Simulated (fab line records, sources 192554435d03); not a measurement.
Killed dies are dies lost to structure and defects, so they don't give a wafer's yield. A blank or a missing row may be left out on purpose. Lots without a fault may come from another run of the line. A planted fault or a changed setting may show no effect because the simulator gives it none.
fab line records | flow n5_finfet
record lots=10 wafers=30 last_day=18
route steps=1938 shown BEOL_M13@1713 BEOL_M14@1717
lots that met no fault: from a run of the same line without faults
start_h: hours from the record's first day to the start of the lot's first wafer shown | wait_h: hours since the lot's step before | " the same as in the row above | L1.1+2: a row that stands for several wafers | - no value, or no start given | * or withheld: withheld | < > ~ a bound
route shown NAME@n: a module of which the file shows steps, and the number in the route of the first | usual: mean/standard deviation of fault-free wafers | same: alike in all rows | chamber/n: place in a boat | sites: the reading at each site | _std_site: their standard deviation | _edge_site: outer sites' mean less inner sites' | radius_mm: how far each site lies from the wafer's centre | mask NAME#n: copy n | behind: the tool/chamber that last shaped the wafer | hold: why the lot was held/for how many hours/how that ended | device: the transistor (n, p or np) that didn't switch | end of line: the same wafers' tests at the end of the route | a step without rows: its recipe alone | killed: dies lost to structure and defects at the first sort, not the wafer's yield | map: a wafer's dies, x killed, . not, _ none there
set.NAME: the setting as run; set.NAME@STEP: as run at that earlier step | model.NAME: the simulator's own value behind a step, which no gauge read
steps of the route over a sample of lots; a table a step, a row a wafer
services: from which hour (start_h, from the record's first day; less than 0 if before it) a tool's chamber was out of use, for how many hours, and why
## steps
# step N5_BEOL_M13_DEP_53
# recipe material=SiCN target_thk_a=500 temp_c=withheld precursor=3MS/NH3 pressure_torr=3 rf_w=675 time_s=17.8
# usual showerhead_plenum_p_Torr=4.152/0.021 throttle_valve_pct=17.6/0.71
# columns lot.wafer tool chamber start_h wait_h showerhead_plenum_p_Torr throttle_valve_pct
L298.1 pecvd-02 2 279.47 0.0 4.152 17.4
L298.2 " 0 " " 4.198 18.2
L298.5 " 2 " " 4.148 17.5
L296.1 pecvd-03 2 279.93 0.0 4.130 16.8
L296.2 " 0 " " 4.161 18.3
L296.4 " 0 " " 4.172 18.2
L297.1 pecvd-02 0 281.79 0.0 4.202 18.3
L297.3 " 1 " " 4.155 18.9
L297.4 " 2 " " 4.143 17.5
L307.3 pecvd-04 1 354.40 0.0 4.138 17.6
L307.5 " 1 " " 4.146 17.4
L307.6 " 0 " " 4.177 17.3
L306.1 pecvd-02 2 355.32 0.0 4.150 17.9
L306.2 " 0 " " 4.195 17.4
L306.5 " 2 " " 4.147 17.7
L310.1 pecvd-04 0 374.00 0.0 4.171 17.6
L310.4 " 1 " " 4.140 17.3
L310.6 " 0 " " 4.157 17.3
L312.3 pecvd-02 1 377.31 0.0 4.148 18.9
L312.4 " 0 " " 4.197 17.2
L312.6 " 1 " " 4.150 18.7
L313.1 pecvd-03 1 382.55 0.0 4.172 18.4
L313.5 " 1 " " 4.173 18.3
L313.6 " 0 " " 4.162 18.3
L315.3 pecvd-04 2 404.45 0.0 4.137 16.7
L315.4 " 1 " " 4.141 17.4
L315.6 " 0 " " 4.164 17.3
L314.1 pecvd-04 1 404.83 0.0 4.127 17.4
L314.2 " 2 " " 4.120 16.9
L314.4 " 1 " " 4.134 17.4
# step N5_BEOL_M14_THK_MEAS_01
# recipe reads=SiO2_of_BEOL_M14_ILD_DEP_00
# usual M14_ILD_THK=1119/20
# columns lot.wafer tool chamber start_h wait_h M14_ILD_THK[nm]
L298.1 film_metro-01 - 279.78 0.1 1136
L298.2 " - " " 1123
L298.5 " - " " 1150
L296.1 film_metro-02 - 280.26 0.1 1123
L296.2 " - " " 1099
L296.4 " - " " 1124
L297.1 film_metro-02 - 282.11 0.1 1111
L297.3 " - " " 1126
L297.4 " - " " 1107
L307.3 film_metro-01 - 354.80 0.1 1138
L307.5 " - " " 1144
L307.6 " - " " 1119
L306.1 film_metro-02 - 355.73 0.2 1098
L306.2 " - " " 1118
L306.5 " - " " 1115
L310.1 film_metro-01 - 374.32 0.1 1104
L310.4 " - " " 1119
L310.6 " - " " 1121
L312.3 film_metro-02 - 377.63 0.1 1130
L312.4 " - " " 1146
L312.6 " - " " 1153
L313.1 film_metro-01 - 382.90 0.1 1142
L313.5 " - " " 1107
L313.6 " - " " 1157
L315.3 film_metro-01 - 405.09 0.3 1138
L315.4 " - " " 1127
L315.6 " - " " 1131
L314.1 film_metro-02 - 405.22 0.1 1128
L314.2 " - " " 1108
L314.4 " - " " 1133
# step N5_BEOL_M14_ETCH_59
# recipe chemistry=N2/H2 target=BARC target_depth_a=890 overetch_a=267 time_s=67.9 ion_energy_ev=200 pressure_mtorr=30 source_w=840 bias_w=150 n2_flow_sccm=200 h2_flow_sccm=200
# usual chamber_pressure_mTorr=30.00/0.033 drypump_motor_current_A=5.6/0.45 oes_product_au=0.66/0.074 rf_vpp_V=524.3/2.6 showerhead_plenum_p_Torr=2.56/0.092 throttle_valve_pct=17.74/0.28
# columns lot.wafer tool chamber start_h wait_h chamber_pressure_mTorr drypump_motor_current_A oes_product_au rf_hours_counter_h rf_vpp_V showerhead_plenum_p_Torr throttle_valve_pct
L298.1 rie_diel-01 0 280.21 0.0 30.01 6.0 0.58 247 525.9 2.61 18.06
L298.2 " 2 " " 29.99 5.6 0.74 49 530.2 2.69 17.38
L298.5 " 3 " " 29.97 5.7 0.73 - 521.7 2.48 17.47
L296.1 rie_diel-01 1 280.76 0.0 30.06 5.9 0.59 218 526.4 2.61 18.01
L296.2 " 2 " " 29.99 5.6 0.74 49 528.0 2.69 17.39
L296.4 " 0 " " 29.96 6.0 0.58 247 525.5 2.61 18.04
L297.1 rie_diel-05 2 282.66 0.0 30.00 6.3 0.58 227 521.1 2.42 18.29
L297.3 " 1 " " 30.03 5.4 0.60 222 522.6 2.49 17.89
L297.4 " 0 " " 30.00 5.3 0.60 215 522.8 2.50 17.58
L307.3 rie_diel-01 0 355.49 0.0 30.03 6.0 0.77 20 525.0 2.60 17.70
L307.5 " 2 " " 29.99 5.6 0.70 - 526.7 2.68 17.43
L307.6 " 3 " " 30.04 5.8 0.70 - 521.0 2.46 17.52
L306.1 rie_diel-05 3 356.16 0.0 30.02 4.8 0.58 251 526.0 2.62 17.99
L306.2 " 1 " " 29.99 5.4 0.59 246 522.2 2.48 17.93
L306.5 " 3 " " 29.99 4.8 0.58 - 525.9 2.62 18.00
L310.1 rie_diel-01 0 374.75 0.0 30.05 6.0 0.76 28 525.3 2.60 17.72
L310.4 " 2 " " 30.00 5.5 0.71 83 527.0 2.68 17.45
L310.6 " 0 " " 29.99 6.0 0.76 - 525.7 2.60 17.73
L312.3 rie_diel-03 3 378.18 0.0 30.00 6.4 0.61 201 519.2 2.42 18.30
L312.4 " 2 " " 29.97 4.7 0.74 53 521.6 2.49 17.65
L312.6 " 0 " " 29.96 5.2 0.68 - 527.3 2.66 17.67
L313.1 rie_diel-01 1 383.61 0.0 29.99 5.9 0.57 247 526.5 2.59 18.07
L313.5 " 3 " " 29.97 5.7 0.68 - 522.8 2.46 17.56
L313.6 " 2 " " 30.02 5.6 0.70 - 526.6 2.67 17.46
L315.3 rie_diel-01 3 405.64 0.0 29.98 5.7 0.67 95 521.4 2.45 17.56
L315.4 " 0 " " 30.03 6.0 0.73 - 525.4 2.59 17.74
L315.6 " 3 " " 29.97 5.7 0.67 - 520.6 2.45 17.56
L314.1 rie_diel-05 3 405.86 0.0 30.03 4.8 0.80 3 524.9 2.61 17.50
L314.2 " 2 " " 30.01 6.2 0.80 14 529.3 2.73 17.76
L314.4 " 0 " " 30.00 5.2 0.57 - 522.6 2.48 17.66
# step N5_BEOL_M14_STRIP_64
# recipe chemistry=O2 power_w=600 temp_c=60 pressure_mtorr=30 rf_frequency_hz=6e+07 bias_power_w=0 overash_fraction=0.3 o2_flow_sccm=225
# usual bias_power_w=0/0 chamber_pressure_mTorr=30.002/0.028 drypump_motor_current_A=5.5/0.45 oes_product_au=0.76/0.095 rf_vpp_V=3.7/0.44 showerhead_plenum_p_Torr=2.12/0.078 throttle_valve_pct=16.64/0.24
# columns lot.wafer tool chamber start_h wait_h bias_power_w chamber_pressure_mTorr drypump_motor_current_A oes_product_au rf_hours_counter_h rf_vpp_V showerhead_plenum_p_Torr throttle_valve_pct
L298.1 rie_diel-01 0 280 - - - - - - - - -
L298.2 " 2 " " - - - - - - - -
L298.5 " 3 " " - - - - - - - -
L296.1 rie_diel-01 1 281 - - - - - - - - -
L296.2 " 2 " " - - - - - - - -
L296.4 " 0 " " - - - - - - - -
L297.1 rie_diel-05 2 282 - - - - - - - - -
L297.3 " 1 " " - - - - - - - -
L297.4 " 0 " " - - - - - - - -
L307.3 rie_diel-01 0 355 - 0 29.955 6.0 0.92 20 3.9 2.18 16.63
L307.5 " 2 " " 0 30.031 5.5 0.83 - 3.7 2.23 16.44
L307.6 " 3 " " 0 30.046 5.7 0.81 - 3.3 2.06 16.50
L306.1 rie_diel-05 3 356 - 0 30.020 4.8 0.67 252 4.5 2.15 16.79
L306.2 " 1 " " 0 30.013 5.4 0.67 246 4.2 2.07 17.02
L306.5 " 3 " " 0 30.003 4.8 0.67 - 4.7 2.15 16.81
L310.1 rie_diel-01 0 375 - 0 29.996 6.0 0.90 28 4.0 2.17 16.64
L310.4 " 2 " " 0 30.005 5.6 0.82 84 4.1 2.23 16.44
L310.6 " 0 " " 0 29.955 6.0 0.90 - 3.5 2.17 16.65
L312.3 rie_diel-03 3 378 - 0 29.992 6.4 0.69 201 4.7 1.98 16.99
L312.4 " 2 " " 0 30.018 4.7 0.87 53 3.9 2.05 16.39
L312.6 " 0 " " 0 30.019 5.2 0.79 - 4.0 2.19 16.38
L313.1 rie_diel-01 1 383 - 0 30.029 5.9 0.67 247 3.5 2.15 16.95
L313.5 " 3 " " 0 29.996 5.7 0.79 - 3.6 2.05 16.54
L313.6 " 2 " " 0 29.992 5.6 0.82 - 4.0 2.22 16.46
L315.3 rie_diel-01 3 405 - 0 29.977 5.7 0.78 95 3.5 2.05 16.53
L315.4 " 0 " " 0 30.002 6.0 0.89 - 4.5 2.17 16.66
L315.6 " 3 " " 0 29.998 5.7 0.79 - 3.4 2.05 16.55
L314.1 rie_diel-05 3 406 - 0 30.010 4.8 0.95 4 4.1 2.15 16.27
L314.2 " 2 " " 0 29.963 6.2 0.96 15 4.2 2.23 16.43
L314.4 " 0 " " 0 30.065 5.2 0.65 - 3.3 2.04 16.58
## services
# columns tool chamber start_h hours kind
rie_diel-05 1 284.48 2.8 repair
rie_diel-01 0 288.98 - clean
rie_diel-01 0 288.98 - consumable_replace:focus_ring
rie_diel-01 0 288.98 18.9 scheduled_down
rie_diel-01 0 288.98 18.9 vent_cycle
pecvd-04 0 294.62 3.5 repair
rie_diel-01 1 330.90 18.3 repair
rie_diel-05 1 334.52 2.8 repair
rie_diel-05 2 353.01 - clean
rie_diel-05 2 353.01 - consumable_replace:focus_ring
rie_diel-05 2 353.01 - consumable_replace:showerhead
rie_diel-05 2 353.01 18.7 scheduled_down
rie_diel-05 2 353.01 18.7 vent_cycle
rie_diel-03 2 357.16 20.5 repair
rie_diel-05 3 371.89 - clean
rie_diel-05 3 371.89 - consumable_replace:focus_ring
rie_diel-05 3 371.89 23.2 scheduled_down
rie_diel-05 3 371.89 23.2 vent_cycle
pecvd-03 - 389.68 0.8 repair
rie_diel-01 0 390.40 5.7 repair
rie_diel-01 1 396.22 - clean
rie_diel-01 1 396.22 - consumable_replace:focus_ring
rie_diel-01 1 396.22 18.0 scheduled_down
rie_diel-01 1 396.22 18.0 vent_cycle
## key
first_sign step=N5_BEOL_M14_STRIP_64 reading=tool_record direction=missing
effect none on later readings
met_at N5_BEOL_M14_STRIP_64
struck_lots L296,L297,L298
not_acting_at N5_BEOL_M13_DEP_53,N5_BEOL_M14_THK_MEAS_01,N5_BEOL_M14_ETCH_59
fault kind=skipped_step_whole tool=rie_diel-01,rie_diel-05 chamber=- onset_h=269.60 steps=N5_BEOL_M14_STRIP_64 scope=struck_lots_only
